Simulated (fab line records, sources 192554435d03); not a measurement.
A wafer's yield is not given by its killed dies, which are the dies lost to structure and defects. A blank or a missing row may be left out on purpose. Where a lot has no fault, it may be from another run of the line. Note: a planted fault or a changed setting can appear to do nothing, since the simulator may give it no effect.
Split-lot trial + flow n5 finfet + route with 1938 steps; 7 lots, 21 wafers read

THE SPLIT ITSELF
At N5_SDB_EXPOSE_08 (exposes mask SDB), the setting dose mj was moved away from the recipe's 49.6 on 7 of the 21 wafers read, by -6.5% to +2.8%. All remaining wafers had this setting at the recipe value.

FROM THE SPLIT TO THE READING: what the file shows between them, 2 steps
- N5_SDB_PEB_09: peb time 60 s
- N5_SDB_DEVELOP_10: develop time 30 s

THE READING
cd nm at N5_SDB_CD_MEAS_11, given in nm (cd target 50 nm). Typical for fault-free wafers on this fab line: 49.5 nm, with standard deviation 1.1 nm.

| wafer  | tool, chamber at the split | dose mj as run | against the recipe | cd nm, nm | against lot-mates on the recipe |
|--------|----------------------------|----------------|--------------------|-----------|---------------------------------|
| L074.2 | arfi scanner-01, 0         | 49.6           | recipe             | 49.9      | -                               |
| L074.4 | arfi scanner-01, 0         | 49.6           | recipe             | 49.3      | -                               |
| L074.5 | arfi scanner-01, 0         | 49.6           | recipe             | 48.5      | -                               |
| L080.2 | arfi scanner-03, 0         | 46.37          | -6.5%              | 41.1      | -6.9                            |
| L080.3 | arfi scanner-03, 0         | 49.6           | recipe             | 49.2      | -                               |
| L080.6 | arfi scanner-03, 0         | 49.6           | recipe             | 46.9      | -                               |
| L083.2 | arfi scanner-01, 0         | 50.81          | +2.4%              | 52.1      | +1.3                            |
| L083.5 | arfi scanner-01, 0         | 50.81          | +2.4%              | 54.0      | +3.2                            |
| L083.6 | arfi scanner-01, 0         | 49.6           | recipe             | 50.8      | -                               |
| L084.1 | arfi scanner-02, 0         | 49.6           | recipe             | 51.0      | -                               |
| L084.2 | arfi scanner-02, 0         | 50.87          | +2.6%              | 52.1      | +2.1                            |
| L084.3 | arfi scanner-02, 0         | 49.6           | recipe             | 48.9      | -                               |
| L087.2 | arfi scanner-02, 0         | 49.6           | recipe             | 49.3      | -                               |
| L087.4 | arfi scanner-02, 0         | 49.6           | recipe             | 48.9      | -                               |
| L087.5 | arfi scanner-02, 0         | 49.6           | recipe             | 48.7      | -                               |
| L092.2 | arfi scanner-02, 0         | 49.6           | recipe             | 48.0      | -                               |
| L092.4 | arfi scanner-02, 0         | 50.66          | +2.1%              | 52.7      | +4.5                            |
| L092.6 | arfi scanner-02, 0         | 49.6           | recipe             | 48.5      | -                               |
| L094.1 | arfi scanner-01, 0         | 50.97          | +2.8%              | 53.9      | +5.1                            |
| L094.4 | arfi scanner-01, 0         | 50.97          | +2.8%              | 52.3      | +3.5                            |
| L094.5 | arfi scanner-01, 0         | 49.6           | recipe             | 48.8      | -                               |

THE FIT
A straight line over all 21 wafers: cd nm changes by +1.34 nm for each +1% of dose mj; r = +0.94; the points scatter about the line by 1 nm.
The same after taking each lot's own level away (the mean of its wafers on the recipe; 21 wafers): +1.16 nm for each +1%; r = +0.93; scatter 0.94 nm.
Per that fit: largest dose mj move, reading shift of 7.6 nm.
Across the lots, their own levels run from 48.05 to 50.80 nm, a range of 2.5 times the standard deviation given above.
Thus the slope moves with the lot-to-lot level: the two fits are different.
Check: with one of the wafers moved furthest among these (-6.5%) left out of the fit, the line predicts -8.44 nm for it against its lot-mates. Against them it came out at -6.95 nm.

OTHER SPLITS APPLIED TO THESE WAFERS
These wafers also went through other splits before the reading. Each is held against what the fit with the lots' levels taken away leaves over:
| other split on the same wafers         | wafers away from the commonest value | r with cd nm (lot level and that fit taken away) |
|----------------------------------------|--------------------------------------|--------------------------------------------------|
| N5_WELL_APT_PEB_06 peb time s          | 8                                    | -0.14                                            |
| N5_WELL_APT_COAT_19 spin rpm           | 6                                    | +0.21                                            |
| N5_PMOS_HMC_CHANNEL_EPI_ETCH_32 bias w | 5                                    | +0.15                                            |
| N5_FIN_SAQP_EXPOSE_13 dose mj          | 3                                    | -0.01                                            |
| N5_DUMMY_GATE_COAT_28 spin rpm         | 9                                    | +0.16                                            |
| N5_DUMMY_GATE_EXPOSE_12 dose mj        | 5                                    | -0.21                                            |
| N5_SD_EPI_P_EPI_21 temp c              | 8                                    | -0.02                                            |
| N5_SDB_COAT_05 spin rpm                | 5                                    | +0.25                                            |

FILE'S OWN FIT
cd nm changes by +1.15 nm for each +1% of dose mj, r = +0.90.
